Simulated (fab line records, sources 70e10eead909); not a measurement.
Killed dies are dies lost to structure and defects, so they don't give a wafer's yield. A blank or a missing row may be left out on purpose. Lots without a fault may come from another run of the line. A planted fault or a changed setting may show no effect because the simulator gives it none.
Which tool did it? | flow nand_harc | 23 lots, 69 wafers sampled, at 6 steps of a route of 1302

WHAT THE GAUGES READ, wafer by wafer
The record holds no reading of a measuring or inspecting step that can be judged against a usual standard deviation.

WHICH TOOL RAN EACH LOT (tool, then ch and the chambers of the sampled wafers, then the start)
lot  | NHARC_A_STAIRCASE_STRIP_295                   | NHARC_A_STAIRCASE_DEP_301       | NHARC_A_STAIRCASE_ETCH_313         | NHARC_A_STAIRCASE_ETCH_453                    | NHARC_A_STAIRCASE_ALD_420        | NHARC_A_SGD_CUT_DESCUM_14
L074 | rie_diel-07 ch 1,2,3, day 17 03:47 or earlier | pecvd-02 ch 0,1,2, day 17 03:47 | rie_diel-04 ch 0,1,2, day 17 04:54 | rie_diel-04 ch 0,1, day 17 12:02 or earlier   | ald_hk-02 ch 1,2,3, day 17 12:02 | rie_diel-08 ch 0,3, day 19 04:41
L076 | rie_diel-04 ch 1,2, day 17 23:15 or earlier   | pecvd-04 ch 0,1, day 17 23:15   | rie_diel-04 ch 0,2,3, day 18 00:20 | rie_diel-04 ch 1,2,3, day 18 07:22 or earlier | ald_hk-01 ch 0,1,3, day 18 07:22 | rie_diel-10 ch 1,2,3, day 20 01:23
L075 | rie_diel-07 ch 1,2, day 18 02:27 or earlier   | pecvd-04 ch 1,2, day 18 02:27   | rie_diel-04 ch 0,1,3, day 18 03:29 | rie_diel-04 ch 0,3, day 18 10:31 or earlier   | ald_hk-02 ch 0,2,3, day 18 10:31 | rie_diel-08 ch 0,2,3, day 19 22:49
L077 | rie_diel-07 ch 0,2, day 18 09:11 or earlier   | pecvd-01 ch 0,1, day 18 09:11   | rie_diel-04 ch 0,1,3, day 18 10:08 | rie_diel-04 ch 1,2,3, day 18 17:16 or earlier | ald_hk-01 ch 0,1,3, day 18 17:16 | rie_diel-01 ch 0,1,2, day 20 15:11
L078 | rie_diel-04 ch 0,1, day 18 16:26 or earlier   | pecvd-04 ch 0,2, day 18 16:26   | rie_diel-07 ch 1,2,3, day 18 17:31 | rie_diel-07 ch 0,3, day 19 02:20 or earlier   | ald_hk-03 ch 0,3, day 19 02:20   | rie_diel-10 ch 0,1, day 20 22:40
L079 | rie_diel-04 ch 2,3, day 19 07:23 or earlier   | pecvd-02 ch 1,2, day 19 07:23   | rie_diel-12 ch 0,1, day 19 08:27   | rie_diel-12 ch 0,1,3, day 19 15:17 or earlier | ald_hk-03 ch 0,1, day 19 15:17   | rie_diel-08 ch 0,1,2, day 21 15:43
L080 | rie_diel-04 ch 0,2,3, day 19 14:29            | pecvd-02 ch 1,2, day 19 20:38   | rie_diel-07 ch 1,2,3, day 19 21:40 | rie_diel-07 ch 1,2, day 20 04:37 or earlier   | ald_hk-03 ch 1,2,3, day 20 04:37 | rie_diel-01 ch 0,2, day 22 04:53
L081 | rie_diel-04 ch 0,2, day 19 23:40 or earlier   | pecvd-01 ch 1,2, day 19 23:40   | rie_diel-04 ch 2,3, day 20 00:34   | rie_diel-04 ch 0,2, day 20 11:56 or earlier   | ald_hk-01 ch 1,3, day 20 11:56   | rie_diel-08 ch 1,3, day 22 04:41
L082 | rie_diel-04 ch 0,1, day 20 09:02 or earlier   | pecvd-01 ch 0,2, day 20 09:02   | rie_diel-07 ch 0,1, day 20 10:03   | rie_diel-07 ch 1,2, day 20 16:49 or earlier   | ald_hk-03 ch 0,3, day 20 16:49   | rie_diel-01 ch 1,2,3, day 22 14:21
L085 | rie_diel-12 ch 1,2,3, day 21 03:28 or earlier | pecvd-02 ch 0,2, day 21 03:28   | rie_diel-07 ch 1,3, day 21 04:29   | rie_diel-07 ch 1,2,3, day 21 11:34 or earlier | ald_hk-03 ch 1,2,3, day 21 11:34 | rie_diel-10 ch 0,1,2, day 23 05:17
L083 | rie_diel-04 ch 0,1,3, day 21 05:18 or earlier | pecvd-01 ch 0,2, day 21 05:18   | rie_diel-12 ch 0,1, day 21 06:22   | rie_diel-12 ch 1,2,3, day 22 01:01 or earlier | ald_hk-02 ch 0,1,3, day 22 01:01 | rie_diel-01 ch 1,2,3, day 23 18:16
L084 | rie_diel-12 ch 0,1,3, day 21 05:34 or earlier | pecvd-01 ch 0,1, day 21 05:34   | rie_diel-07 ch 1,3, day 21 06:27   | rie_diel-07 ch 1,3, day 21 13:44 or earlier   | ald_hk-01 ch 1,2,3, day 21 13:44 | rie_diel-08 ch 2,3, day 23 05:32
L086 | rie_diel-07 ch 0,1,2, day 22 05:58 or earlier | pecvd-02 ch 0,1,2, day 22 05:58 | rie_diel-12 ch 0,2,3, day 22 06:55 | rie_diel-12 ch 0,1,3, day 22 14:00 or earlier | ald_hk-01 ch 1,2,3, day 22 14:00 | rie_diel-10 ch 0,1,3, day 24 07:10
L087 | rie_diel-12 ch 1,2,3, day 22 13:50 or earlier | pecvd-01 ch 0,2, day 22 13:50   | rie_diel-12 ch 1,2,3, day 22 14:53 | rie_diel-12 ch 0,2,3, day 23 00:52 or earlier | ald_hk-03 ch 0,2,3, day 23 00:52 | rie_diel-08 ch 0,1,2, day 25 00:01
L088 | rie_diel-07 ch 1,2, day 23 11:28 or earlier   | pecvd-02 ch 1,2, day 23 11:28   | rie_diel-12 ch 1,2, day 23 12:37   | rie_diel-12 ch 0,1,3, day 23 20:20 or earlier | ald_hk-03 ch 0,2,3, day 23 20:20 | rie_diel-10 ch 0,1,3, day 25 13:26
L089 | rie_diel-07 ch 0,2,3, day 23 13:20 or earlier | pecvd-04 ch 0,1,2, day 23 13:20 | rie_diel-04 ch 1,2,3, day 23 14:20 | rie_diel-04 ch 0,3, day 23 20:49 or earlier   | ald_hk-02 ch 1,2,3, day 23 20:49 | rie_diel-01 ch 0,2,3, day 25 13:13
L091 | rie_diel-07 ch 0,3, day 23 20:11 or earlier   | pecvd-01 ch 1,2, day 23 20:11   | rie_diel-04 ch 0,1,3, day 23 21:08 | rie_diel-04 ch 0,1, day 24 07:14 or earlier   | ald_hk-02 ch 0,3, day 24 07:14   | rie_diel-08 ch 0,1,3, day 25 23:41
L090 | rie_diel-12 ch 0,3, day 23 23:47 or earlier   | pecvd-04 ch 0,2, day 23 23:47   | rie_diel-12 ch 0,2,3, day 24 00:52 | rie_diel-12 ch 1,3, day 24 09:08 or earlier   | ald_hk-01 ch 1,3, day 24 09:08   | rie_diel-01 ch 0,1, day 25 23:10
L092 | rie_diel-04 ch 0,2, day 24 18:08 or earlier   | pecvd-01 ch 1,2, day 24 18:08   | rie_diel-07 ch 1,2,3, day 24 19:13 | rie_diel-07 ch 1,2,3, day 25 02:47 or earlier | ald_hk-01 ch 0,1,2, day 25 02:47 | rie_diel-10 ch 1,3, day 26 21:12
L093 | rie_diel-12 ch 0,1,3, day 24 20:00 or earlier | pecvd-01 ch 0,1,2, day 24 20:00 | rie_diel-07 ch 0,1,2, day 24 21:05 | rie_diel-07 ch 0,1,2, day 25 08:59 or earlier | ald_hk-02 ch 0,1,3, day 25 08:59 | rie_diel-10 ch 0,2,3, day 27 02:11
L095 | rie_diel-04 ch 0,2,3, day 25 20:26 or earlier | pecvd-01 ch 0,1,2, day 25 20:26 | rie_diel-04 ch 0,1,3, day 25 21:26 | rie_diel-04 ch 0,3, day 26 11:34 or earlier   | ald_hk-01 ch 0,2,3, day 26 11:34 | rie_diel-08 ch 0,1,2, day 28 07:04
L096 | rie_diel-04 ch 1,3, day 26 16:52 or earlier   | pecvd-04 ch 1,2, day 26 16:52   | rie_diel-04 ch 0,3, day 26 17:56   | rie_diel-04 ch 0,1,2, day 27 03:34 or earlier | ald_hk-03 ch 0,3, day 27 03:34   | rie_diel-10 ch 1,2, day 29 01:28
L097 | rie_diel-12 ch 0,2,3, day 26 17:36 or earlier | pecvd-01 ch 1,2, day 26 17:36   | rie_diel-12 ch 2,3, day 26 18:38   | rie_diel-12 ch 0,1,2, day 27 04:03 or earlier | ald_hk-01 ch 0,1,3, day 27 04:03 | rie_diel-08 ch 0,2,3, day 29 01:07
- NHARC_A_STAIRCASE_STRIP_295: strips in O2.
- NHARC_A_STAIRCASE_DEP_301: deposits SiON, target thk 30 nm.
- NHARC_A_STAIRCASE_ETCH_313: etches the open film in CF4/CHF3.
- NHARC_A_STAIRCASE_ETCH_453: etches the open film in CF4/O2, target depth 30 nm, overetch 3 nm, time 16.5 s.
- NHARC_A_STAIRCASE_ALD_420: deposits SiO2, target thk 20 nm, pulse time 6 s, ald cycles 200.
- NHARC_A_SGD_CUT_DESCUM_14: chemistry O2, time 3 s.

WHAT THE TOOLS THEMSELVES READ (means of the sampled wafers that have a number; where no wafer has one, the mark that the record gives instead)
NHARC_A_STAIRCASE_STRIP_295. Usual: drypump_motor_current_A 5.7 A, standard deviation 0.35; oes_product_au 0.999 a.u., standard deviation 0.0074; rf_vpp_V 57.7 V, standard deviation 1; showerhead_plenum_p_Torr 3.49 Torr, standard deviation 0.17; throttle_valve_pct 17.037 %, standard deviation 0.0096.
lot  | tool        | drypump_motor_current_A (A) | oes_product_au (a.u.) | rf_vpp_V (V) | showerhead_plenum_p_Torr (Torr) | throttle_valve_pct (%) | flag
L074 | rie_diel-07 | 5.5                         | 0.998                 | 58.4         | 3.45                            | 17.031                 |
L076 | rie_diel-04 | 5.7                         | 0.999                 | 58.4         | 3.71                            | 17.032                 |
L075 | rie_diel-07 | 5.5                         | 0.999                 | 56.7         | 3.39                            | 17.033                 |
L077 | rie_diel-07 | 5.4                         | 1.001                 | 57.4         | 3.33                            | 17.033                 |
L078 | rie_diel-04 | 5.7                         | 1.007                 | 57.8         | 3.45                            | 17.034                 |
L079 | rie_diel-04 | 6.1                         | 0.991                 | 57.4         | 3.50                            | 17.037                 |
L080 | rie_diel-04 | 5.9                         | 0.998                 | 57.2         | 3.43                            | 17.045                 |
L081 | rie_diel-04 | 5.7                         | 0.996                 | 56.8         | 3.44                            | 17.031                 |
L082 | rie_diel-04 | 5.6                         | 1.003                 | 56.9         | 3.45                            | 17.035                 |
L085 | rie_diel-12 | 5.7                         | 1.000                 | 57.5         | 3.40                            | 17.024                 |
L083 | rie_diel-04 | 5.9                         | 1.007                 | 58.1         | 3.51                            | 17.042                 |
L084 | rie_diel-12 | 5.8                         | 0.998                 | 57.7         | 3.40                            | 17.028                 |
L086 | rie_diel-07 | 5.5                         | 0.999                 | 57.4         | 3.52                            | 17.038                 |
L087 | rie_diel-12 | 5.7                         | 0.994                 | 58.1         | 3.39                            | 17.040                 |
L088 | rie_diel-07 | 5.6                         | 0.996                 | 57.0         | 3.39                            | 17.030                 |
L089 | rie_diel-07 | 5.4                         | 1.000                 | 58.2         | 3.55                            | 17.043                 |
L091 | rie_diel-07 | 5.5                         | 0.998                 | 58.0         | 3.69                            | 17.042                 |
L090 | rie_diel-12 | 6.3                         | 1.011                 | 57.0         | 3.35                            | 17.024                 |
L092 | rie_diel-04 | 5.7                         | 0.993                 | 57.5         | 3.61                            | 17.031                 |
L093 | rie_diel-12 | 5.8                         | 1.002                 | 57.0         | 3.38                            | 17.045                 |
L095 | rie_diel-04 | 5.9                         | 1.000                 | 57.9         | 3.59                            | 17.038                 |
L096 | rie_diel-04 | 6.0                         | 0.994                 | 59.3         | 3.66                            | 17.032                 |
L097 | rie_diel-12 | 6.1                         | 1.004                 | 57.9         | 3.34                            | 17.031                 |

NHARC_A_STAIRCASE_DEP_301. Usual: heater_power_w 726 W, standard deviation 79.
lot  | tool     | heater_power_w (W) | flag
L074 | pecvd-02 | 685                |
L076 | pecvd-04 | 791                |
L075 | pecvd-04 | 864                |
L077 | pecvd-01 | 677                |
L078 | pecvd-04 | 813                |
L079 | pecvd-02 | 696                |
L080 | pecvd-02 | 749                |
L081 | pecvd-01 | 660                |
L082 | pecvd-01 | 725                |
L085 | pecvd-02 | 652                |
L083 | pecvd-01 | 739                |
L084 | pecvd-01 | 709                |
L086 | pecvd-02 | 719                |
L087 | pecvd-01 | 719                |
L088 | pecvd-02 | 680                |
L089 | pecvd-04 | 797                |
L091 | pecvd-01 | 635                |
L090 | pecvd-04 | 770                |
L092 | pecvd-01 | 682                |
L093 | pecvd-01 | 718                |
L095 | pecvd-01 | 691                |
L096 | pecvd-04 | 743                |
L097 | pecvd-01 | 716                |

NHARC_A_STAIRCASE_ETCH_313. Usual: drypump_motor_current_A 5.7 A, standard deviation 0.36; oes_product_au 0.935 a.u., standard deviation 0.019; rf_vpp_V 370.0 V, standard deviation 2.7; showerhead_plenum_p_Torr 1.56 Torr, standard deviation 0.078; throttle_valve_pct 16.803 %, standard deviation 0.0082.
lot  | tool        | drypump_motor_current_A (A) | oes_product_au (a.u.) | rf_vpp_V (V) | showerhead_plenum_p_Torr (Torr) | throttle_valve_pct (%) | flag
L074 | rie_diel-04 | 5.7                         | 0.921                 | 370.6        | 1.58                            | 16.809                 |
L076 | rie_diel-04 | 5.9                         | 0.923                 | 369.1        | 1.53                            | 16.802                 |
L075 | rie_diel-04 | 5.9                         | 0.949                 | 369.8        | 1.57                            | 16.807                 |
L077 | rie_diel-04 | 5.9                         | 0.924                 | 370.7        | 1.57                            | 16.812                 |
L078 | rie_diel-07 | 5.5                         | 0.967                 | 369.6        | 1.53                            | 16.806                 |
L079 | rie_diel-12 | 5.6                         | 0.916                 | 369.0        | 1.52                            | 16.803                 |
L080 | rie_diel-07 | 5.5                         | 0.921                 | 369.0        | 1.53                            | 16.805                 |
L081 | rie_diel-04 | 5.9                         | 0.914                 | 369.4        | 1.56                            | 16.798                 |
L082 | rie_diel-07 | 5.6                         | 0.929                 | 368.8        | 1.51                            | 16.805                 |
L085 | rie_diel-07 | 5.6                         | 0.968                 | 369.5        | 1.54                            | 16.803                 |
L083 | rie_diel-12 | 5.7                         | 0.926                 | 369.4        | 1.52                            | 16.809                 |
L084 | rie_diel-07 | 5.6                         | 0.973                 | 369.2        | 1.54                            | 16.812                 |
L086 | rie_diel-12 | 6.1                         | 0.937                 | 367.8        | 1.50                            | 16.797                 |
L087 | rie_diel-12 | 5.6                         | 0.931                 | 368.5        | 1.51                            | 16.807                 |
L088 | rie_diel-12 | 5.7                         | 0.930                 | 368.3        | 1.50                            | 16.799                 |
L089 | rie_diel-04 | 5.9                         | 0.980                 | 371.4        | 1.60                            | 16.804                 |
L091 | rie_diel-04 | 5.9                         | 0.971                 | 372.1        | 1.64                            | 16.794                 |
L090 | rie_diel-12 | 6.1                         | 0.931                 | 367.8        | 1.50                            | 16.797                 |
L092 | rie_diel-07 | 5.5                         | 0.923                 | 369.4        | 1.52                            | 16.802                 |
L093 | rie_diel-07 | 5.5                         | 0.927                 | 371.0        | 1.57                            | 16.803                 |
L095 | rie_diel-04 | 5.9                         | 0.922                 | 372.7        | 1.64                            | 16.798                 |
L096 | rie_diel-04 | 5.8                         | 0.924                 | 373.0        | 1.64                            | 16.803                 |
L097 | rie_diel-12 | 5.9                         | 0.928                 | 368.0        | 1.49                            | 16.800                 |

NHARC_A_STAIRCASE_ETCH_453. Usual: drypump_motor_current_A 5.7 A, standard deviation 0.38; oes_product_au 0.998 a.u., standard deviation 0.0072; rf_vpp_V 197.4 V, standard deviation 1.6; showerhead_plenum_p_Torr 1.31 Torr, standard deviation 0.064; throttle_valve_pct 13.398 %, standard deviation 0.0093.
lot  | tool        | drypump_motor_current_A (A) | oes_product_au (a.u.) | rf_vpp_V (V) | showerhead_plenum_p_Torr (Torr) | throttle_valve_pct (%) | flag
L074 | rie_diel-04 | 5.6                         | 1.008                 | 197.4        | 1.31                            | 13.399                 |
L076 | rie_diel-04 | 5.9                         | 0.991                 | 198.6        | 1.37                            | 13.400                 |
L075 | rie_diel-04 | 6.1                         | 1.002                 | 197.8        | 1.29                            | 13.410                 |
L077 | rie_diel-04 | 5.9                         | 0.990                 | 198.0        | 1.37                            | 13.395                 |
L078 | rie_diel-07 | 5.5                         | 0.999                 | 197.2        | 1.30                            | 13.403                 |
L079 | rie_diel-12 | 5.8                         | 0.994                 | 196.5        | 1.29                            | 13.396                 |
L080 | rie_diel-07 | 5.6                         | 0.996                 | 196.7        | 1.28                            | 13.408                 |
L081 | rie_diel-04 | 5.7                         | 0.994                 | 196.3        | 1.30                            | 13.400                 |
L082 | rie_diel-07 | 5.5                         | 0.995                 | 195.9        | 1.27                            | 13.398                 |
L085 | rie_diel-07 | 5.5                         | 0.992                 | 196.4        | 1.29                            | 13.397                 |
L083 | rie_diel-12 | 5.7                         | 1.002                 | 196.4        | 1.28                            | 13.400                 |
L084 | rie_diel-07 | 5.5                         | 1.003                 | 197.4        | 1.32                            | 13.384                 |
L086 | rie_diel-12 | 5.8                         | 1.002                 | 198.1        | 1.28                            | 13.398                 |
L087 | rie_diel-12 | 6.1                         | 1.001                 | 196.3        | 1.27                            | 13.395                 |
L088 | rie_diel-12 | 5.8                         | 1.006                 | 197.3        | 1.28                            | 13.400                 |
L089 | rie_diel-04 | 6.1                         | 0.996                 | 197.7        | 1.36                            | 13.396                 |
L091 | rie_diel-04 | 5.6                         | 1.006                 | 200.4        | 1.44                            | 13.394                 |
L090 | rie_diel-12 | 5.3                         | 0.997                 | 197.4        | 1.29                            | 13.398                 |
L092 | rie_diel-07 | 5.5                         | 0.999                 | 197.0        | 1.29                            | 13.389                 |
L093 | rie_diel-07 | 5.5                         | 0.991                 | 198.3        | 1.33                            | 13.392                 |
L095 | rie_diel-04 | 5.8                         | 1.001                 | 199.3        | 1.40                            | 13.403                 |
L096 | rie_diel-04 | 5.7                         | 0.998                 | 198.6        | 1.40                            | 13.392                 |
L097 | rie_diel-12 | 6.0                         | 1.001                 | 196.6        | 1.26                            | 13.405                 |

NHARC_A_STAIRCASE_ALD_420. Usual: heater_power_w 478 W, standard deviation 37; precursor_pulse_height_rel 1.001, standard deviation 0.021.
lot  | tool      | heater_power_w (W) | precursor_pulse_height_rel | flag
L074 | ald_hk-02 | 492                | 1.006                      |
L076 | ald_hk-01 | 473                | 1.003                      |
L075 | ald_hk-02 | 504                | 0.999                      |
L077 | ald_hk-01 | 482                | 1.012                      |
L078 | ald_hk-03 | 470                | 1.001                      |
L079 | ald_hk-03 | 462                | 1.007                      |
L080 | ald_hk-03 | 466                | 1.002                      |
L081 | ald_hk-01 | 503                | 1.011                      |
L082 | ald_hk-03 | 477                | 0.992                      |
L085 | ald_hk-03 | 477                | 0.990                      |
L083 | ald_hk-02 | 491                | 0.990                      |
L084 | ald_hk-01 | 492                | 1.003                      |
L086 | ald_hk-01 | 496                | 1.004                      |
L087 | ald_hk-03 | 469                | 1.019                      |
L088 | ald_hk-03 | 479                | 0.977                      |
L089 | ald_hk-02 | 485                | 0.997                      |
L091 | ald_hk-02 | 511                | 0.995                      |
L090 | ald_hk-01 | 487                | 1.010                      |
L092 | ald_hk-01 | 442                | 1.013                      |
L093 | ald_hk-02 | 492                | 1.004                      |
L095 | ald_hk-01 | 479                | 0.997                      |
L096 | ald_hk-03 | 461                | 1.000                      |
L097 | ald_hk-01 | 471                | 0.997                      |

NHARC_A_SGD_CUT_DESCUM_14. Usual: drypump_motor_current_A 5.5 A, standard deviation 0.36; oes_product_au 0.999 a.u., standard deviation 0.0075; rf_vpp_V 57.6 V, standard deviation 0.83; showerhead_plenum_p_Torr 1.91 Torr, standard deviation 0.099; throttle_valve_pct 11.309 %, standard deviation 0.0079.
lot  | tool        | drypump_motor_current_A (A) | oes_product_au (a.u.) | rf_vpp_V (V) | showerhead_plenum_p_Torr (Torr) | throttle_valve_pct (%) | flag
L074 | rie_diel-08 | 5.5                         | 0.999                 | 56.8         | 1.83                            | 11.306                 |
L076 | rie_diel-10 | 5.4                         | 0.996                 | 56.9         | 1.87                            | 11.307                 |
L075 | rie_diel-08 | 5.7                         | 0.995                 | 56.7         | 1.82                            | 11.307                 |
L077 | rie_diel-01 | 5.4                         | 0.997                 | 57.6         | 1.95                            | 11.310                 |
L078 | rie_diel-10 | 5.4                         | 1.002                 | 57.7         | 1.96                            | 11.314                 |
L079 | rie_diel-08 | 5.9                         | 0.999                 | 57.7         | 1.90                            | 11.305                 |
L080 | rie_diel-01 | 5.3                         | 1.008                 | 57.8         | 1.97                            | 11.310                 |
L081 | rie_diel-08 | 5.6                         | 0.996                 | 57.2         | 1.96                            | 11.308                 |
L082 | rie_diel-01 | 5.6                         | 0.996                 | 57.6         | 1.93                            | 11.320                 |
L085 | rie_diel-10 | 5.3                         | 1.000                 | 58.1         | 1.93                            | 11.313                 |
L083 | rie_diel-01 | 5.6                         | 1.002                 | 57.9         | 1.93                            | 11.304                 |
L084 | rie_diel-08 | 5.5                         | 0.996                 | 57.7         | 1.81                            | 11.310                 |
L086 | rie_diel-10 | 5.5                         | 1.010                 | 57.8         | 1.89                            | 11.312                 |
L087 | rie_diel-08 | 5.9                         | 0.993                 | 57.1         | 1.89                            | 11.307                 |
L088 | rie_diel-10 | 5.5                         | 1.003                 | 57.1         | 1.88                            | 11.310                 |
L089 | rie_diel-01 | 5.4                         | 0.999                 | 58.0         | 1.95                            | 11.310                 |
L091 | rie_diel-08 | 5.7                         | 0.987                 | 58.0         | 1.89                            | 11.309                 |
L090 | rie_diel-01 | 5.1                         | 0.997                 | 58.1         | 2.03                            | 11.307                 |
L092 | rie_diel-10 | 5.5                         | 0.998                 | 57.5         | 1.81                            | 11.310                 |
L093 | rie_diel-10 | 5.4                         | 1.003                 | 57.2         | 1.94                            | 11.316                 |
L095 | rie_diel-08 | 5.9                         | 0.996                 | 57.4         | 1.89                            | 11.302                 |
L096 | rie_diel-10 | 5.2                         | 0.998                 | 57.6         | 1.91                            | 11.314                 |
L097 | rie_diel-08 | 5.7                         | 0.995                 | 57.0         | 1.82                            | 11.316                 |

THE ANSWER, worked out from the rows above alone
Rule: a lot is off if the mean of its wafers that have a number lies more than 3 standard deviations from the usual mean. A lot without any number at a reading at which 4 lots or more have one is off too. The other lots that the step has rows for count as sound. The gauges are gone through in route order, then the tools' own readings, and for those a lot's mean is taken as printed above. The first step at which some lot is off is used, and at that step the reading that is off furthest; a lot without a number counts as furthest.
No lot is off at any reading shown: from this, nothing can be told.

WHAT THE SIMULATOR HAD PUT IN
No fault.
